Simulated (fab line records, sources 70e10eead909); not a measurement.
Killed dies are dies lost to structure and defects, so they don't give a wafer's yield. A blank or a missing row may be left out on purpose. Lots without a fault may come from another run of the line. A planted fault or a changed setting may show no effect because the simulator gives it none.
Chamber matching | flow nand_harc | NHARC_A_CHANNEL_FILL_D2_ALD_16 on ald_hk-01: 4 sister chambers
The step deposits SiO2, target thk 1.5 nm, pulse time 10 s, ald cycles 15. 20 wafers are shown with their chamber, then 10 later ones without.

WAFERS WITH THEIR CHAMBER
wafer  | chamber | heater_power_outer_w (W) | heater_power_w (W) | precursor_pulse_height_rel
L075.1 | 3       | 245                      | 424                | 0.999
L075.2 | 2       | 249                      | 422                | 0.998
L075.5 | 1       | 208                      | 391                | 1.026
L076.1 | 3       | 257                      | 422                | 1.034
L076.3 | 2       | 251                      | 425                | 0.982
L076.6 | 1       | 212                      | 391                | 0.960
L082.4 | 1       | 218                      | 389                | 0.991
L082.5 | 0       | 253                      | 451                | 1.005
L082.6 | 1       | 217                      | 398                | 0.985
L081.1 | 0       | 252                      | 451                | 1.021
L081.2 | 2       | 251                      | 412                | 1.000
L081.3 | 3       | 251                      | 425                | 1.036
L083.3 | 0       | 254                      | 445                | 0.983
L083.5 | 3       | 255                      | 422                | 0.964
L083.6 | 2       | 257                      | 425                | 0.996
L086.1 | 1       | 220                      | 393                | 0.993
L086.2 | 3       | 250                      | 414                | 1.019
L086.6 | 3       | 250                      | 414                | 0.993
L088.1 | 0       | 254                      | 460                | 0.995
L088.2 | 3       | 257                      | 424                | 0.988

SIGNATURES (means of the wafers above)
reading                    | chamber 0 | chamber 1 | chamber 2 | chamber 3 | scatter within a chamber
heater_power_outer_w       | 253.25    | 215.00    | 252.00    | 252.14    | 3.97
heater_power_w             | 451.75    | 392.40    | 421.00    | 420.71    | 5.06
precursor_pulse_height_rel | 1.00100   | 0.99100   | 0.99400   | 1.00471   | 0.0214
Rule: a wafer's distance from a chamber is the root of the sum, over the readings, of the square of ((its reading less the chamber's mean) divided by the reading's scatter). The wafer belongs to the nearest chamber; if the next one is less than 2 further off, it can't be placed. The scatter: the root of (the sum of the squares of (reading less its chamber's mean) over the shown wafers, divided by (wafers less chambers)).

WAFERS WITHOUT THEIR CHAMBER
wafer  | heater_power_outer_w (W) | heater_power_w (W) | precursor_pulse_height_rel
L088.4 | 258                      | 423                | 0.987
L090.3 | 241                      | 421                | 1.052
L090.5 | 247                      | 418                | 0.999
L090.6 | 252                      | 421                | 1.030
L096.1 | 253                      | 454                | 1.010
L096.4 | 261                      | 418                | 0.958
L096.5 | 218                      | 398                | 0.977
L097.2 | 254                      | 442                | 0.985
L097.3 | 220                      | 409                | 0.990
L097.6 | 256                      | 419                | 0.998

WHICH CHAMBER EACH WENT THROUGH
wafer  | from the rows above     | in truth
L088.4 | can't be placed: 2 or 3 | 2
L090.3 | can't be placed: 3 or 2 | 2
L090.5 | can't be placed: 2 or 3 | 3
L090.6 | can't be placed: 3 or 2 | 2
L096.1 | 0                       | 0
L096.4 | can't be placed: 2 or 3 | 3
L096.5 | 1                       | 1
L097.2 | 0                       | 0
L097.3 | 1                       | 1
L097.6 | can't be placed: 3 or 2 | 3
Placed correctly: 4 of 10. Can't be placed from these rows: 6 (the true chamber is among the candidates in 6). Placed wrongly: 0.
